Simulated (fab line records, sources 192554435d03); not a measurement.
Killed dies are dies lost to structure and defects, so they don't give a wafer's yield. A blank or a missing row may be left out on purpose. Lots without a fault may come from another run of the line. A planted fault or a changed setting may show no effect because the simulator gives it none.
Split-lot experiment | flow n5_finfet | 7 lots, 21 wafers read, on a route of 1938 steps

THE SPLIT
At N5_PASSIVATION_SPUTTER_20 (material TaN, target thk 50 nm), the setting target_thk_a was moved away from the recipe's 500 angstrom on 11 of the 21 wafers read, by -11.8% to +11.0%. The other wafers ran this setting at the recipe's value.

The reading is taken at the split's own step.

THE READING
TaN_of_PASSIVATION_SPUTTER_20.thk_nm (the simulator's own value, which no gauge read), in nm, at N5_PASSIVATION_SPUTTER_20 (material TaN, target thk 50 nm). The file gives no usual value for it. The 10 wafers here that ran the recipe average 50.2 nm, standard deviation 0.37 nm.

wafer  | tool, chamber at the split | target_thk_a as run, angstrom | against the recipe | TaN_of_PASSIVATION_SPUTTER_20.thk_nm, nm | against lot-mates on the recipe
L074.2 | pvd_sputter-01, -          | 544.9                         | +9.0%              | 53.8                                     | +4.0
L074.4 | pvd_sputter-01, -          | 500                           | recipe             | 49.8                                     | -
L074.6 | pvd_sputter-01, -          | 544.9                         | +9.0%              | 54.2                                     | +4.4
L077.1 | pvd_sputter-01, -          | 534.9                         | +7.0%              | 54.2                                     | +4.2
L077.4 | pvd_sputter-01, -          | 534.9                         | +7.0%              | 53.4                                     | +3.4
L077.6 | pvd_sputter-01, -          | 500                           | recipe             | 50                                       | -
L078.1 | pvd_sputter-01, -          | 440.9                         | -11.8%             | 44.6                                     | -5.6
L078.2 | pvd_sputter-01, -          | 440.9                         | -11.8%             | 44.8                                     | -5.4
L078.4 | pvd_sputter-01, -          | 500                           | recipe             | 50.2                                     | -
L083.2 | pvd_sputter-01, -          | 555.1                         | +11.0%             | 55                                       | +5.4
L083.5 | pvd_sputter-01, -          | 555.1                         | +11.0%             | 55.2                                     | +5.6
L083.6 | pvd_sputter-01, -          | 500                           | recipe             | 49.6                                     | -
L082.1 | pvd_sputter-02, -          | 500                           | recipe             | 50.2                                     | -
L082.2 | pvd_sputter-02, -          | 482.1                         | -3.6%              | 48.4                                     | -1.6
L082.3 | pvd_sputter-02, -          | 500                           | recipe             | 49.8                                     | -
L087.1 | pvd_sputter-01, -          | 500                           | recipe             | 50.2                                     | -
L087.2 | pvd_sputter-01, -          | 466                           | -6.8%              | 46.8                                     | -3.4
L087.4 | pvd_sputter-01, -          | 466                           | -6.8%              | 47.2                                     | -3.0
L093.1 | pvd_sputter-02, -          | 500                           | recipe             | 50.6                                     | -
L093.5 | pvd_sputter-02, -          | 500                           | recipe             | 50.6                                     | -
L093.3 | pvd_sputter-02, -          | 500                           | recipe             | 50.8                                     | -

THE FIT
A straight line over all 21 wafers: TaN_of_PASSIVATION_SPUTTER_20.thk_nm changes by +0.459 nm for each +1% of target_thk_a; r = +0.99; the points scatter about the line by 0.36 nm.
The same after taking each lot's own level away (the mean of its wafers on the recipe; 21 wafers): +0.483 nm for each +1%; r = +1.00; scatter 0.24 nm.
On that fit, the largest move of target_thk_a shifts the reading by 5.7 nm.
The lots' own levels span 49.60 to 50.67 nm, that is 2.9 times the standard deviation above.
So the lot-to-lot level changes the slope little: the two slopes agree.
Check: with one of the wafers moved furthest among these (-11.8%) left out of the fit, the line predicts -5.64 nm for it against its lot-mates. It came out at -5.6 nm against them.

OTHER SPLITS ON THESE WAFERS
These wafers also went through other splits before the reading. Each is held against what the fit with the lots' levels taken away leaves over:
other split on the same wafers    | wafers away from the commonest value | r with TaN_of_PASSIVATION_SPUTTER_20.thk_nm (lot level and that fit taken away)
N5_BEOL_M14_ETCH_68 time_s        | 8                                    | -0.09
N5_BEOL_M14_TRENCH_ETCH_34 bias_w | 4                                    | -0.27
N5_BEOL_M15_PEB_26 peb_temp_c     | 2                                    | -0.05
N5_BEOL_M15_TRENCH_ETCH_34 time_s | 7                                    | -0.27
N5_BEOL_M15_CMP_49 platen_rpm     | 5                                    | -0.14
N5_BEOL_M15_DEP_53 time_s         | 9                                    | +0.14

THE FILE'S OWN FIT
TaN_of_PASSIVATION_SPUTTER_20.thk_nm changes by +0.483 nm for each +1% of target_thk_a, r = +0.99.
